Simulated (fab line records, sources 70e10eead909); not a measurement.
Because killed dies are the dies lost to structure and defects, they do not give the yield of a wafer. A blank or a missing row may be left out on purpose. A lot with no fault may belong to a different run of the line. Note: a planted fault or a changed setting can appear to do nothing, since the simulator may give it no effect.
A lot that was struck, set against a sound lot || flow nand-harc || 14 steps out of a route of 1302
Sound: these wafers, L975.1, L975.4, L975.6. Wafers L988.1, L988.4, L988.5 were the ones struck. The cause is named last.
Order at every step that has rows: each side's tool, ch and its chambers, its first start. Under that, the readings that differ: sound wafers || struck wafers || difference of the means || sigmas: that difference in standard deviations of wafers without a fault.
alike: readings whose means differ by less than 2 such deviations, and words and numbers that are the same on both sides. not compared: withheld readings, readings that some wafer has no value for, bounds like >300 that may hide the same value, and numbers for which the record gives no deviation and whose values overlap.
Wherever a step has rows on one side only, a row that says differs or no value, or a row with sigmas, the two part there. Non-overlapping numbers with no deviation appear without sigmas and do not part them. A reading missing from all wafers of one side parts the sides only when that side holds two or more wafers.

NHARC_A_SOURCE_PLATE_THK_MEAS_06: measures by ellipsometry.
  sound: film-metro-02 at day 9 04:14; struck: film-metro-01 at day 14 14:40
  alike: thk-nm
NHARC_A_SOURCE_PLATE_INSPECT_08:
  sound: defect-inspect-01 at day 9 04:22; struck: defect-inspect-01 at day 14 14:44
  alike: raw-defect-count
after that, 1 step with no rows for these wafers: NHARC_A_ONON_D1_DEP_00 (target thk 1000 nm).
NHARC_A_ONON_D1_THK_MEAS_02: measures by ellipsometry.
  sound: film-metro-01 at day 9 04:56; struck: film-metro-02 at day 14 15:19
  alike: thk-nm
after that, 1 step with no rows for these wafers: NHARC_A_ONON_D1_DEP_03 (target thk 1000 nm).
NHARC_A_ONON_D1_THK_MEAS_05: measures by ellipsometry.
  sound: film-metro-01 at day 9 05:31; struck: film-metro-01 at day 14 15:53
  alike: thk-nm
after that, 1 step with no rows for these wafers: NHARC_A_ONON_D1_DEP_06 (target thk 1000 nm).
NHARC_A_ONON_D1_THK_MEAS_08: measures by ellipsometry.
  sound: film-metro-01 at day 9 06:04; struck: film-metro-02 at day 14 16:26
  alike: thk-nm
after that, 1 step with no rows for these wafers: NHARC_A_ONON_D1_DEP_09 (target thk 1000 nm).
NHARC_A_ONON_D1_THK_MEAS_11: measures by ellipsometry.
  sound: film-metro-01 at day 9 06:38; struck: film-metro-02 at day 14 17:00
  alike: thk-nm
NHARC_A_ONON_D1_DEP_12: target thk 1000 nm.
  sound on pecvd-onon-02 ch 0, day 9 06:41; struck on pecvd-onon-01 ch 0, day 14 17:04
  alike: sih4-flow-sccm
NHARC_A_ONON_D1_THK_MEAS_14: measures by ellipsometry.
  sound: film-metro-02 at day 9 07:12; struck: film-metro-02 at day 14 17:34
{"reading": "thk-nm (nm)", "sound": "1013 1013 1012", "struck": "708 707 708", "difference": -305, "sigmas": -28}
then, 1 step without rows for these wafers: NHARC_A_ONON_D1_ANNEAL_15 (time 3600 s).
-- the record jumps here: 17 days lie between the struck wafers' starts before and after (it left off in module A_ONON_D1 and takes up again in module END, whose first step shown is number 1302 of the route) --
NHARC_END_SORT_01:
  at this point the record logs the struck wafers (prober-02 ch 0, day 31 08:55) and has no rows for the sound ones

WHERE THEY PART
First at NHARC_A_ONON_D1_THK_MEAS_14; last, within this record, at NHARC_END_SORT_01.

WHY: what the simulator had put in
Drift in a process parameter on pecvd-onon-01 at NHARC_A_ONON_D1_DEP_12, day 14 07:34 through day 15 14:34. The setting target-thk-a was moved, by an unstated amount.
